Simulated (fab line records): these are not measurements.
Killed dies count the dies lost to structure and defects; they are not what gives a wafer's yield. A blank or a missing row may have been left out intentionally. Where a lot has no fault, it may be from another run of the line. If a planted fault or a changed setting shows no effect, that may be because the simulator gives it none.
Struck lot and sound lot, side by side	flow nandHarc	42 out of 1159 route steps
Sound: the wafers L512.2, L512.5, L512.6. Struck: wafer L526.4 (left out: L526.1, L526.2 of the same lot, which were not struck); the cause appears at the end.
Order at every step that has rows: each side's tool, ch and its chambers, its first start. Under that, the readings that differ: sound wafers	struck wafers	difference of the means	sigmas: that difference in standard deviations of wafers without a fault.
alike: a reading whose means differ by less than 2 such deviations, as well as words and numbers matching on both sides. not compared: withheld readings; readings where some wafer has no value; bounds like >300 that might hide an equal value; numbers whose values overlap and for which the record gives no deviation.
A row with sigmas, a row that says differs or no value, or rows on one side alone: a step with any of these is where the two part. Numbers that have no deviation but don't overlap get no sigmas and don't part them. Lack of a reading on every wafer of one side parts them only where that side has two or more wafers.

first, 4 steps without rows for these wafers: NHARC_HYBRID_BOND_PRECLEAN_01 (cleans in DIW, time 300 s); NHARC_HYBRID_BOND_SRD_02 (time 30 s, dry time 20 s); NHARC_HYBRID_BOND_BOND_03; NHARC_HYBRID_BOND_ANNEAL_04 (time 7200 s).
NHARC_HYBRID_BOND_OVL_MEAS_05:
  sound: overlay-01 at day 19 01:41; struck: overlay-02 at day 21 23:09
reading	sound	struck	difference	sigmas
overlayYNm (nm)	44 31 -20	-45	-63	-2
  alike: overlayXNm
NHARC_HYBRID_BOND_INSPECT_06: inspects for defects (ir void).
  sound: defectInspect-01 at day 19 01:46; struck: defectInspect-01 at day 21 23:12
  alike: rawDefectCount
then, 2 steps without rows for these wafers: NHARC_THIN_TSV_GRIND_00; NHARC_THIN_TSV_CMP_01 (polishes).
NHARC_THIN_TSV_THK_MEAS_02: measures by ir.
  sound: filmMetro-01 at day 19 06:58; struck: filmMetro-01 at day 22 00:50
  alike: thkNm
then, 3 steps without rows for these wafers: NHARC_THIN_TSV_SRD_03; NHARC_THIN_TSV_PRECLEAN_41 (cleans in SC1); NHARC_THIN_TSV_SRD_42.
NHARC_THIN_TSV_DEP_43: deposits SiO2, target thk 1328.5 nm.
  sound on pecvd-03 ch 0,2, day 19 07:20; struck on pecvd-02 ch 0, day 22 01:04
  alike: throttleValvePct
then, 8 steps without rows for these wafers: NHARC_THIN_TSV_DEHYDRATE_04 (time 120 s); NHARC_THIN_TSV_HMDS_05 (time 30 s); NHARC_THIN_TSV_COAT_06; NHARC_THIN_TSV_SOFTBAKE_07 (time 95 s); NHARC_THIN_TSV_EBR_08; NHARC_THIN_TSV_EXPOSE_09 (exposes mask TSV); NHARC_THIN_TSV_PEB_10 (peb time 85 s); NHARC_THIN_TSV_DEVELOP_11 (time 70 s).
NHARC_THIN_TSV_CD_MEAS_12: target cd 1000 nm.
  sound on cdSem-03 ch 0, day 19 08:07; struck on cdSem-02 ch 0, day 22 01:53
  alike: cdNm
then, 4 steps without rows for these wafers: NHARC_THIN_TSV_HARDBAKE_13 (time 80 s); NHARC_THIN_TSV_DESCUM_14 (chemistry O2, time 3 s); NHARC_THIN_TSV_ETCH_44 (etches the open film in CF4/O2, target depth 1594.2 nm, time 797.1 s); NHARC_THIN_TSV_ETCH_15 (target depth 3000 nm, bosch target overetch cycles 2, bosch etch step 2.8 s).
NHARC_THIN_TSV_CD_MEAS_16:
  sound: cdSem-02 at day 19 09:04; struck: cdSem-03 at day 22 02:53
reading	sound	struck	difference	sigmas
cdNm (nm)	999.9 997.7 999.8	1003.5	+4.4	+2
NHARC_THIN_TSV_STRIP_45: strips in O2.
  sound on plasmaAsher-02 ch 0,1, day 19 09:11; struck on plasmaAsher-02 ch 0, day 22 02:57
  alike: drypumpMotorCurrentA, heaterPowerW
  not compared: rfHoursCounterH
then, 2 steps without rows for these wafers: NHARC_THIN_TSV_STRIP_46 (strips in post etch residue remover, time 1200 s); NHARC_THIN_TSV_DEP_47 (deposits SiO2, target thk 200 nm).
NHARC_THIN_TSV_ETCHBACK_48: etches the open film in C4F8/Ar, target depth 1028.5 nm, time 405.17 s.
  sound on rieDiel-11 ch 0,1,2, day 19 10:40; struck on rieDiel-13 ch 0, day 22 04:10
  alike: oesProductAu, rfVppV
  not compared: rfHoursCounterH
then, 1 step without rows for these wafers: NHARC_THIN_TSV_STRIP_62 (strips in N2/H2, time 20 s).
NHARC_THIN_TSV_DEGAS_49: time 120 s.
  sound: pvdSputter-02 at day 19 11:09; struck: pvdSputter-01 at day 22 04:42
  alike: heaterPowerW
then, 1 step without rows for these wafers: NHARC_THIN_TSV_PRE_CLEAN_50 (time 30 s).
NHARC_THIN_TSV_PVD_19: deposits TaN, target thk 20 nm.
  sound on pvdSputter-02; struck on pvdSputter-01
  alike: throttleValvePct
NHARC_THIN_TSV_PVD_51: deposits Cu, target thk 100 nm.
  sound on pvdSputter-02; struck on pvdSputter-01
  alike: throttleValvePct
then, 5 steps without rows for these wafers: NHARC_THIN_TSV_ECD_20 (material Cu, target thk 2000 nm); NHARC_THIN_TSV_ANNEAL_52 (time 90 s); NHARC_THIN_TSV_CMP_21 (polishes, t overpolish 30 s, target thk 2000 nm); NHARC_THIN_TSV_SRD_23; NHARC_THIN_TSV_DEGAS_53 (time 60 s).
NHARC_END_SORT_01:
  only the struck wafers appear in the record here, on prober-01 ch 0 at day 22 20:11; the sound ones have no rows

== WHERE THEY PART ==
First at NHARC_HYBRID_BOND_OVL_MEAS_05; last, within this record, at NHARC_END_SORT_01.

WHY: what the simulator had put in
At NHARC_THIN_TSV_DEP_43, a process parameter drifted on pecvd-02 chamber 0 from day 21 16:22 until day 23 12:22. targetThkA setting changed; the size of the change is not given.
